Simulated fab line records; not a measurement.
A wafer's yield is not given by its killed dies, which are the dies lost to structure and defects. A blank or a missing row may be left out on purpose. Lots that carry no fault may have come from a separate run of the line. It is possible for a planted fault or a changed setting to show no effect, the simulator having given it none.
Struck lot and sound lot, side by side	flow n5Finfet	14 steps out of a route of 1938
Sound: the wafers L517.1, L517.5, L517.6. The struck wafers were L506.2, L506.3, L506.5. The cause is given at the end.
Per side, at each step with rows, come the tool, then ch with its chambers, and then its first start. Under that, the readings that differ: sound wafers	struck wafers	difference of the means	sigmas: that difference in standard deviations of wafers without a fault.
alike: readings with means less than 2 such deviations apart, plus words and numbers identical on both sides. not compared: withheld readings, readings lacking a value on some wafer, bounds such as >300 that could conceal the same value, and numbers that have no deviation in the record and whose values overlap.
A row with sigmas, a row that says differs or no value, or rows on one side alone: a step with any of these is where the two part. Numbers that have no deviation but don't overlap get no sigmas and don't part them. Lack of a reading on every wafer of one side parts them only where that side has two or more wafers.

first, 11 steps without rows for these wafers: N5_MOL_CONTACT_COAG_DESCUM_13 (chemistry O2, time 7 s); N5_MOL_CONTACT_COAG_ETCH_59 (etches underlayer in N2/H2, target depth 13 nm, time 10.4 s); N5_MOL_CONTACT_COAG_ETCH_105 (etches SiARC in CF4, target depth 15.6 nm, time 26 s); N5_MOL_CONTACT_COAG_ETCH_106 (etches SOC in N2/H2, target depth 80 nm, overetch 16 nm, time 120 s); N5_MOL_CONTACT_COAG_STRIP_107 (strips in N2/H2); N5_MOL_CONTACT_COAG_STRIP_108 (strips in N2/H2); N5_MOL_CONTACT_COAG_CONTACT_ETCH_14 (etches SiO2 in C4F6/O2, target depth 27.5 nm, overetch 8.5 nm, time 20 s); N5_MOL_CONTACT_COAG_STRIP_109 (strips in C4F6/O2); N5_MOL_CONTACT_COAG_ETCH_15 (etches SiNx in CH3F/O2, stops on Si:P, target depth 7 nm); N5_MOL_CONTACT_COAG_ETCH_110 (etches Si in CF4/O2, target depth 2.5 nm, time 8 s); N5_MOL_CONTACT_COAG_STRIP_98 (strips in N2/H2).
N5_MOL_CONTACT_COAG_IMPLANT_129:
  sound on implanter-02 ch 0, day 9 23:10; struck on implanter-02 ch 0, day 7 11:37
reading	sound	struck	difference	sigmas
beamEnergyKeV	3.0000 2.9998 2.9994	7.4170 7.4150 7.4150	+4.4159	+99 or more
endStationPressureTorr (Torr)	5.3e-06 6.1e-06 6.2e-06	1.12e-05 1.08e-05 1.19e-05	+5.43e-06	+16
model.implant.rpNm (nm)	6.151 6.151 6.151	10.46 10.46 10.46	+4.31	
model.implant.drpNm (nm)	2.134 2.134 2.134	3.767 3.767 3.767	+1.633	
  alike: rotationDeg
then, 1 step without rows for these wafers: N5_MOL_CONTACT_COAG_PRECLEAN_111 (cleans in NF3:NH3, afs cycles 1, time 20 s, sublimation time 60 s).
-- a jump in the record: the struck wafers' starts before and after are 3 days apart (it breaks off in module MOL_CONTACT_COAG and resumes in module BEOL_M4, where the first step shown is number 1111 of the route) --
N5_BEOL_M4_RC_MEAS_101:
  sound on prober-01 ch 0, day 13 08:50; struck on prober-02 ch 0, day 10 19:24
reading	sound	struck	difference	sigmas
DIBL_N (mV/V)	33.8 34.7 33.0	37.7 36.6 37.9	+3.6	+2
  alike: DIBL_P, IOFF_N, IOFF_P, ION_N, ION_P, SS_N, SS_P, VT_N, VT_P

== WHERE THEY PART ==
At N5_MOL_CONTACT_COAG_IMPLANT_129 first; at N5_BEOL_M4_RC_MEAS_101 last (within this record only).

WHY: whatever the simulator had introduced
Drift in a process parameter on implanter-02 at N5_MOL_CONTACT_COAG_IMPLANT_129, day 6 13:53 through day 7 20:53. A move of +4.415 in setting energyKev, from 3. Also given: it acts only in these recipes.
